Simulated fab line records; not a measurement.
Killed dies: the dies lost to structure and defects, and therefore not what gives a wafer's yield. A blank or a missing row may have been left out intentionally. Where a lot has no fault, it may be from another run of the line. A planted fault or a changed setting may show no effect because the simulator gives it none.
Problem report in the 8D (eight disciplines) form, filled by code + flow n5Finfet + the parts of the form that need people (team, actions taken, sign-off) are left out

## 1. THE PROBLEM
N5_BEOL_M9_CMP_52, barrierFieldEndpointS: mean 15.9 s on 2 wafers (1 lot); fault-free wafers 29.0 s, standard deviation 0.71. That is -18 standard deviations from the usual mean.
The step: polishes, stops on SiCOH lowk, t overpolish 7 s, target thk 140 nm.
Seen first at day 14 07:05 on cmp-01, wafer L814.4. At this step, 33 wafers from 13 lots have a number in the record. Rule for "out", or "out of limits": more than 4 standard deviations from the usual mean. All remaining wafers that have a number are taken as sound.

## 2. WHAT IT IS, AND WHAT IT ISN'T
| question                    | is                                     | is not                                                                    |
|-----------------------------|----------------------------------------|---------------------------------------------------------------------------|
| which readings at this step | barrierFieldEndpointS, timeToEndpointS | motorCurrentA, overpolishRunS                                             |
| which lots                  | L814                                   | L797, L798, L799, L800, L801, L803, L805, L807, L808, L809, L819, L820    |
| which wafers of those lots  | all that have a number                 | -                                                                         |
| read on which tools         | cmp-01                                 | cmp-02, cmp-03                                                            |
| when                        | from day 14 07:05                      | up to then (26 sound wafers); but 5 sound wafers of L819, L820 came after |

## 3. WHAT RULES OUT EACH SUSPECT
Counting: a tool stays on the suspect list if, at a process step up to the reading, it processed all lots that are out and no sound lot following the first of them.
- rieDiel-05 at N5_BEOL_M9_TRENCH_ETCH_37 (etches SiCOH lowk in C4F6/O2, target depth 151.43 nm, time 49 s): ruled out as a lasting fault. After its first lot that is out, L814 (day 14 04:23), sound lots L820 ran on it. N5_BEOL_M9_TRENCH_ETCH_37: start missing for some lots; hours and lot order therefore follow N5_BEOL_M9_OCD_MEAS_38.
- pvdSputter-03 at N5_BEOL_M9_SURFACE_TREAT_79: ruled out as a lasting fault. After its first lot that is out, L814 (day 14 05:37), sound lots L820 ran on it.
- cmp-01 at N5_BEOL_M9_CMP_52 (polishes, stops on SiCOH lowk, t overpolish 7 s, target thk 140 nm): kept. It ran the lot that is out, L814 (day 14 07:05), and no sound lot after that; its last sound lot up to then is L809 (day 12 18:15). Out on those wafers are its own readings of barrierFieldEndpointS, timeToEndpointS.
After counting, what remains is cmp-01 at N5_BEOL_M9_CMP_52.

## 4. THE CAUSE (what the simulator had put in)
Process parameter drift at N5_BEOL_M9_CMP_52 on cmp-01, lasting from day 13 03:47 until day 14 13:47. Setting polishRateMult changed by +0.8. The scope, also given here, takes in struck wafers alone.
Only this tool survived the counting.

## 5. THE CHAIN OF EFFECTS, in route order
Each row: a reading where the mean over the struck wafers with a number is more than 3 standard deviations away from the usual. Only readings for which the record gives a usual standard deviation are gone through. hours: the time from each lot's start at the first step in this table that gives one to its start at this step, as a median over the lots. sigmas: the change in usual standard deviations.
| hours | step              | reading               | usual  | on struck wafers | change | sigmas |
|-------|-------------------|-----------------------|--------|------------------|--------|--------|
| 0     | N5_BEOL_M9_CMP_52 | barrierFieldEndpointS | 29.0 s | 15.9             | -13.1  | -18    |
| 0     | N5_BEOL_M9_CMP_52 | timeToEndpointS       | 66 s   | 32               | -34    | -9.9   |
Process steps it contains:
- N5_BEOL_M9_CMP_52: polishes, stops on SiCOH lowk, t overpolish 7 s, target thk 140 nm.

## 6. WHAT WOULD HAVE CAUGHT IT SOONER
The fault began at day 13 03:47; the first out-of-limits reading in this record came at day 14 07:05, 27 hours later.
